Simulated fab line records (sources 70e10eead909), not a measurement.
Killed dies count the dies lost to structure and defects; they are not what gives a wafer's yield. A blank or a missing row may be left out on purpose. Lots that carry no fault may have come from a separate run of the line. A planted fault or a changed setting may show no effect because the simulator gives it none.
fab line records | flow nandHarc
record lots=12 wafers=36 lastDay=34
route steps=1302 shown P_M1@316 P_M2@335
lots that met no fault: taken from a fault-free run of the same line
startH: hours from the record's first day to the start of the lot's first wafer shown | waitH: hours from the lot's prior step to this one | " same as the row above | L1.1+2: a row that stands for several wafers | - no value, or no start given | * or withheld: withheld | < > ~ a bound
route shown NAME@n: a module of which the file shows steps, and the number in the route of the first | usual: mean and standard deviation over wafers with no fault | same: alike in all rows | chamber/n: place in a boat | sites: each site's reading | _std_site: standard deviation of those values | _edge_site: mean of outer sites minus mean of inner sites | radiusMm: for every site, how far away it sits from the centre of the wafer | mask NAME#n: copy n | behind: the most recent tool/chamber to have shaped the wafer | hold: why the lot went on hold/how many hours it stayed there/how the hold came to an end | device: transistor that didn't switch, given as n, p or np | end of line: tests run on the same wafers once the route is complete | a step without rows: its recipe alone | killed: at the first sort, the dies lost to defects and structure; wafer yield is something else | map: a wafer's dies, x killed, . not, _ none there
set.NAME: the run value of the setting; set.NAME@STEP: its run value at that earlier step | model.NAME: the simulator's own value behind a step, which no gauge read
steps of the route over a sample of lots; a table a step, a row a wafer
services: the hour from which a tool's chamber was out of use, counted from the record's first day as startH (under 0 if before that day), plus the number of hours and why
## steps
# step NHARC_P_M1_PRE_CLEAN_32
# recipe timeS=12 tempC=370 rfPowerW=300 gas=NH3
# usual heaterPowerW=630/79
# columns lot.wafer tool chamber startH waitH heaterPowerW sinceWetCleanH
L850.3 pecvd-03 1 135.22 0.1 452 118
L850.1 " 2 " " 793 118
L850.4 " 0 " " 597 -
L851.2 pecvd-03 0 147.95 0.1 549 131
L851.6 " 1 " " 541 -
L851.5 " 0 " " 579 -
L857.1 pecvd-03 1 206.92 0.1 519 9
L857.2 " 2 " " 702 9
L857.4 " 2 " " 685 -
L862.2 pecvd-03 0 259.01 0.1 604 61
L862.6 " 0 " " 586 -
L862.4 " 1 " " 519 -
L863.3 pecvd-03 0 275.30 0.1 595 77
L863.1 " 2 " " 676 77
L863.4 " 1 " " 534 -
L864.3 pecvd-01 1 275.94 0.1 599 133
L864.5 " 0 " " 686 -
L864.4 " 2 " " 698 -
L865.1 pecvd-01 2 286.90 0.1 675 144
L865.4 " 0 " " 611 -
L865.6 " 1 " " 629 -
L866.3 pecvd-02 0 292.41 0.1 654 -
L866.5 " 1 " " 766 -
L866.6 " 0 " " 638 -
L868.3 pecvd-03 2 318.46 0.1 647 120
L868.2 " 0 " " 611 120
L868.6 " 1 " " 538 -
L869.2 pecvd-01 0 328.56 0.1 668 4
L869.6 " 1 " " 605 -
L869.5 " 0 " " 666 -
L871.3 pecvd-03 0 349.15 0.1 557 151
L871.1 " 1 " " 556 151
L871.6 " 2 " " 629 -
L872.2 pecvd-03 2 364.36 0.1 690 166
L872.5 " 0 " " 616 -
L872.6 " 2 " " 723 -
# step NHARC_P_M2_STRIP_18
# recipe powerW=1000 n2FlowSccm=150 h2FlowSccm=150 arFlowSccm=0 biasW=0 chemistry=N2/H2
# usual drypumpMotorCurrentA=5.6/0.53 oesProductAu=1.003/0.013 rfVppV=90.7/0.89 showerheadPlenumPTorr=2.05/0.083 throttleValvePct=14.171/0.0092
# columns lot.wafer tool chamber startH waitH drypumpMotorCurrentA oesProductAu rfHoursCounterH rfVppV showerheadPlenumPTorr throttleValvePct
L850.3 rieDiel-05 2 137.09 0.1 5.2 1.006 4 91.8 2.09 14.161
L850.4 " 3 " " 6.4 1.031 4 91.4 2.20 14.165
L850.1 " 1 " " 5.7 1.004 4 89.3 1.95 14.176
L851.2 rieDiel-03 2 149.82 0.1 5.7 0.987 2 89.0 1.95 14.177
L851.5 " 2 " " 5.7 1.001 - 88.6 1.95 14.180
L851.6 " 3 " " 4.8 0.981 - 90.8 1.99 14.162
L857.1 rieDiel-05 0 208.86 0.1 5.0 1.003 7 91.5 2.04 14.171
L857.2 " 2 " " 5.2 1.020 7 91.1 2.09 14.180
L857.4 " 3 " " 6.5 1.017 7 91.6 2.20 14.186
L862.2 rieDiel-05 0 260.87 0.1 5.0 1.008 1 90.5 2.03 14.179
L862.6 " 0 " " 5.0 1.016 - 91.5 2.03 14.172
L862.4 " 2 " " 5.2 1.018 - 89.9 2.09 14.163
L863.4 rieDiel-05 1 277.32 0.1 5.7 1.003 1 89.6 1.94 14.171
L863.3 " 3 " " 6.4 1.007 1 91.5 2.20 14.169
L863.1 " 0 " " 5.0 1.004 1 91.4 2.03 14.145
L864.3 rieDiel-05 0 277.82 0.1 5.0 1.008 1 90.8 2.03 14.174
L864.4 " 1 " " 5.7 1.002 1 89.5 1.94 14.177
L864.5 " 1 " " 5.7 1.011 - 90.0 1.94 14.186
L865.4 rieDiel-05 3 288.78 0.1 6.4 1.008 2 92.2 2.20 14.175
L865.1 " 0 " " 5.0 1.001 2 90.5 2.03 14.173
L865.6 " 0 " " 5.0 1.013 - 91.6 2.03 14.169
L866.3 rieDiel-04 3 294.39 0.1 5.9 0.993 6 91.0 2.05 14.181
L866.5 " 3 " " 5.8 0.998 - 89.4 2.05 14.176
L866.6 " 0 " " 5.8 0.998 - 91.7 1.98 14.173
L868.3 rieDiel-04 2 320.56 0.1 5.5 0.984 7 91.7 2.17 14.168
L868.2 " 0 " " 5.9 1.001 9 89.2 1.98 14.168
L868.6 " 2 " " 5.6 0.990 - 91.0 2.17 14.179
L869.2 rieDiel-04 0 330.33 0.1 5.8 1.007 9 88.5 1.98 14.162
L869.6 " 3 " " 5.8 1.015 - 90.8 2.05 14.163
L869.5 " 0 " " 5.9 1.004 - 90.5 1.98 14.158
L871.1 rieDiel-04 0 351.16 0.1 5.8 1.003 10 89.1 1.98 14.189
L871.3 " 1 " " 6.4 0.999 10 91.4 2.16 14.171
L871.6 " 0 " " 5.8 0.995 - 89.5 1.98 14.163
L872.2 rieDiel-04 1 366.12 0.1 6.4 1.006 0 91.2 2.16 14.175
L872.6 " 0 " " 5.9 0.999 - 90.2 1.98 14.164
L872.5 " 1 " " 6.4 1.014 - 91.1 2.16 14.166
# step NHARC_P_M2_ECD_22
# recipe targetThkA=4000 bathTempC=25 material=Cu
# columns lot.wafer tool chamber startH waitH
L850.1+3+4 ecdCu-02 0,1,0 138.13 -
L851.2+5+6 ecdCu-01 0,1,0 150.87 -
L857.2+1+4 ecdCu-01 0,1,0 209.85 -
L862.2+4+6 ecdCu-02 0 261.98 -
L863.1+4+3 ecdCu-02 1,1,0 278.34 -
L864.3+4+5 ecdCu-01 1,0,0 278.92 -
L865.1+4+6 ecdCu-01 0,0,1 289.81 -
L866.3+5+6 ecdCu-01 0,1,0 295.58 -
L868.2+3+6 ecdCu-01 0 321.57 -
L869.2+6+5 ecdCu-02 0,0,1 331.30 -
L871.1+3+6 ecdCu-01 1 352.21 -
L872.2+6+5 ecdCu-01 1,1,0 367.09 -
# step NHARC_P_M2_CMP_23
# recipe tOverpolishS=20 targetThkNm=144.3
# usual motorCurrentA=11.9/1.2 retainingRingPressureFrac=1.000/0.0054 timeToEndpointS=30/3.4
# columns lot.wafer tool chamber startH waitH motorCurrentA retainingRingPressureFrac timeToEndpointS
L850.4 cmp-02 1 138.83 - 12.1 1.006 33
L850.1 " 2 " " 11.1 1.002 29
L850.3 " 3 " " 14.9 1.006 32
L851.2 cmp-01 1 151.62 - 12.7 1.006 28
L851.5 " 3 " " 10.8 1.006 25
L851.6 " 0 " " 13.8 0.990 32
L857.1 cmp-01 0 210.60 - 12.1 1.000 32
L857.4 " 2 " " 13.5 0.999 16
L857.2 " 3 " " 11.3 1.002 15
L862.2 cmp-04 3 262.70 - 9.8 1.005 25
L862.4 " 0 " " 11.1 1.012 31
L862.6 " 3 " " 9.9 0.999 27
L863.1 cmp-01 3 279.06 - 10.7 0.994 24
L863.4 " 1 " " 12.5 1.000 31
L863.3 " 2 " " 12.6 0.998 25
L864.4 cmp-04 0 279.54 - 11.0 0.995 32
L864.3 " 2 " " 11.3 0.995 32
L864.5 " 0 " " 11.1 0.993 29
L865.4 cmp-01 3 290.53 - 11.2 0.994 25
L865.1 " 2 " " 13.4 1.000 27
L865.6 " 3 " " 10.9 0.993 27
L866.3 cmp-01 1 296.21 - 12.6 0.994 32
L866.6 " 3 " " 11.1 0.999 30
L866.5 " 0 " " 13.4 0.997 34
L868.2 cmp-04 1 322.30 - 12.8 0.998 33
L868.3 " 0 " " 11.6 1.001 31
L868.6 " 2 " " 11.4 1.000 29
L869.2 cmp-04 0 332.08 - 11.4 1.001 31
L869.5 " 2 " " 11.0 0.999 29
L869.6 " 3 " " 10.2 0.992 26
L871.3 cmp-04 1 353.21 - 12.0 0.996 33
L871.1 " 2 " " 11.8 1.005 31
L871.6 " 1 " " 12.6 1.000 31
L872.2 cmp-01 0 367.90 - 12.7 0.995 32
L872.6 " 1 " " 12.8 1.001 31
L872.5 " 2 " " 13.4 0.993 30
# step NHARC_P_M2_DEP_33
# recipe targetThkA=300 tempC=370 targetThkNm=30 pressureTorr=3 flowSccm=200 rfW=450 material=SiCN
# usual heaterPowerW=590/80
# columns lot.wafer tool chamber startH waitH heaterPowerW sinceWetCleanH
L850.3 pecvd-02 1 139.46 0.1 743 80
L850.1 " 2 " " 584 80
L850.4 " 0 " " 547 -
L851.2 pecvd-02 2 152.25 0.1 551 93
L851.5 " 2 " " 584 -
L851.6 " 0 " " 635 -
L857.2 pecvd-01 0 211.21 0.1 545 68
L857.1 " 2 " " 615 68
L857.4 " 1 " " 604 -
L862.2 pecvd-01 0 263.37 0.1 524 120
L862.6 " 2 " " 625 -
L862.4 " 1 " " 579 -
L863.1 pecvd-01 1 280.01 0.1 620 137
L863.3 " 2 " " 606 137
L863.4 " 1 " " 623 -
L864.3 pecvd-03 0 280.25 0.1 549 82
L864.4 " 2 " " 636 -
L864.5 " 0 " " 547 -
L865.1 pecvd-03 2 291.15 0.1 564 93
L865.4 " 0 " " 555 -
L865.6 " 1 " " 475 -
L866.3 pecvd-01 1 296.80 0.1 548 154
L866.5 " 1 " " 547 -
L866.6 " 0 " " 612 -
L868.2 pecvd-02 0 323.02 0.1 639 83
L868.3 " 1 " " 763 -
L868.6 " 1 " " 771 -
L869.2 pecvd-02 1 332.75 0.1 701 92
L869.6 " 0 " " 580 -
L869.5 " 1 " " 719 -
L871.3 pecvd-01 2 353.84 0.1 593 30
L871.1 " 0 " " 652 30
L871.6 " 2 " " 587 -
L872.2 pecvd-02 0 368.71 0.3 552 -
L872.5 " 0 " " 548 -
L872.6 " 0 " " 544 -
## services
# columns tool chamber startH hours kind
pecvd-01 - 113.22 1.3 repair
rieDiel-05 1 114.36 2.4 repair
pecvd-01 - 130.08 13.0 pm
ecdCu-01 - 137.45 1.8 repair
pecvd-03 1 158.90 13.6 repair
ecdCu-01 - 160.00 8.0 pm
pecvd-03 - 177.07 1.3 repair
pecvd-01 1 181.38 3.8 repair
pecvd-01 - 182.49 1.7 repair
pecvd-03 - 185.00 13.0 pm
ecdCu-01 - 187.44 0.3 repair
cmp-01 - 193.53 4.0 pm
ecdCu-01 - 202.96 2.6 repair
rieDiel-05 2 217.09 1.3 repair
pecvd-02 - 227.33 13.0 pm
rieDiel-05 - 229.60 9.0 pm
cmp-01 - 237.91 0.8 repair
pecvd-02 2 260.19 131.5 repair
rieDiel-05 1 260.49 10.0 repair
ecdCu-01 - 285.85 1.8 repair
cmp-01 - 291.53 4.0 pm
pecvd-01 - 311.08 13.0 pm
ecdCu-01 - 336.27 8.0 pm
pecvd-03 - 366.14 13.0 pm
## key
firstSign step=NHARC_P_M2_CMP_23 reading=timeToEndpointS direction=down sigmas=4.2 usual=* struck=*
effect none on later readings
metAt NHARC_P_M2_ECD_22
struckLots L857
struckWafers L857.2,L857.4
notActingAt NHARC_P_M1_PRE_CLEAN_32,NHARC_P_M2_STRIP_18,NHARC_P_M2_DEP_33
onsetBetween 150.87 209.85
fault kind=processParameterDrift tool=ecdCu-01 chamber=0 onsetH=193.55 steps=NHARC_P_M2_ECD_22 channel=targetThkA offset=* shape=step endH=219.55 actsIn=* stated=*
